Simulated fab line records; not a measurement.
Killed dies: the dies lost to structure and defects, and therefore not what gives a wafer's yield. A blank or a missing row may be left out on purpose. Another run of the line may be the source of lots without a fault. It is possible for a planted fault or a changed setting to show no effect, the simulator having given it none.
Matching of chambers -- flow n5Finfet -- N5_BEOL_M1_ILD_DEP_00 on pecvd-03: 3 sister chambers
The step deposits SiOC from DEMS/O2, target thk 79 nm, time 15.3 s. 24 wafers are shown with their chamber, then 12 later ones without.

== EACH WAFER AND ITS CHAMBER ==
wafer,chamber,throttleValvePct (%),heaterPowerW (W),susceptorTempC (C)
L074.1,2,11.1,425,350.27
L074.4,1,11.8,452,349.90
L074.6,2,11.0,420,350.34
L078.4,1,11.5,409,349.76
L078.5,2,11.1,414,350.04
L078.6,0,12.0,515,349.95
L079.3,1,11.7,400,350.08
L079.4,2,11.3,500,350.11
L079.6,0,11.8,511,349.78
L081.2,0,11.8,572,350.23
L081.4,1,11.8,451,350.01
L081.5,0,12.0,590,350.12
L082.1,0,11.8,537,349.77
L082.4,2,11.3,433,350.15
L082.6,0,11.9,545,349.62
L084.3,1,11.7,393,349.97
L084.4,0,11.6,580,349.81
L084.5,1,11.9,407,350.20
L085.2,2,11.2,502,350.16
L085.4,2,11.2,498,349.79
L085.6,0,11.6,623,349.94
L086.2,0,11.8,579,349.88
L086.4,1,11.7,418,350.04
L086.6,2,11.3,494,350.25

SIGNATURES (means of the wafers above)
reading,chamber 0,chamber 1,chamber 2,scatter within a chamber
throttleValvePct,11.811,11.729,11.188,0.129
heaterPowerW,561.33,418.57,460.75,35.2
susceptorTempC,349.9000,349.9943,350.1388,0.169
Rule: a wafer's distance from a chamber is the root of the sum, over the readings, of the square of ((its reading less the chamber's mean) divided by the reading's scatter). If the next closest chamber is less than 2 further off than the closest, the wafer can't be placed; otherwise it belongs to the closest. The scatter: the root of (the sum of the squares of (reading less its chamber's mean) over the shown wafers, divided by (wafers less chambers)).

== WAFERS WITH NO CHAMBER GIVEN ==
wafer,throttleValvePct (%),heaterPowerW (W),susceptorTempC (C)
L093.1,11.4,473,350.05
L093.3,11.9,467,349.97
L093.4,12.0,472,350.06
L094.1,11.8,452,350.00
L094.3,11.5,537,349.89
L094.5,11.9,533,350.10
L095.2,11.6,475,349.78
L095.5,11.6,632,350.02
L095.6,11.1,419,350.01
L096.1,11.1,486,349.75
L096.4,11.6,455,350.45
L096.6,11.4,483,349.88

== EACH ONE'S CHAMBER ==
wafer,from the rows above,in truth
L093.1,can't be placed: 2 or 1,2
L093.3,can't be placed: 1 or 0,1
L093.4,can't be placed: 1 or 0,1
L094.1,1,1
L094.3,can't be placed: 0 or 2 or 1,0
L094.5,can't be placed: 0 or 1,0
L095.2,can't be placed: 1 or 0 or 2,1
L095.5,0,0
L095.6,2,2
L096.1,2,2
L096.4,can't be placed: 1 or 2 or 0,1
L096.6,can't be placed: 2 or 1 or 0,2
Correct placement for 4 of the 12. Not placeable from these rows: 8 (in 8, the candidates include the true chamber). Wrongly placed: 0.
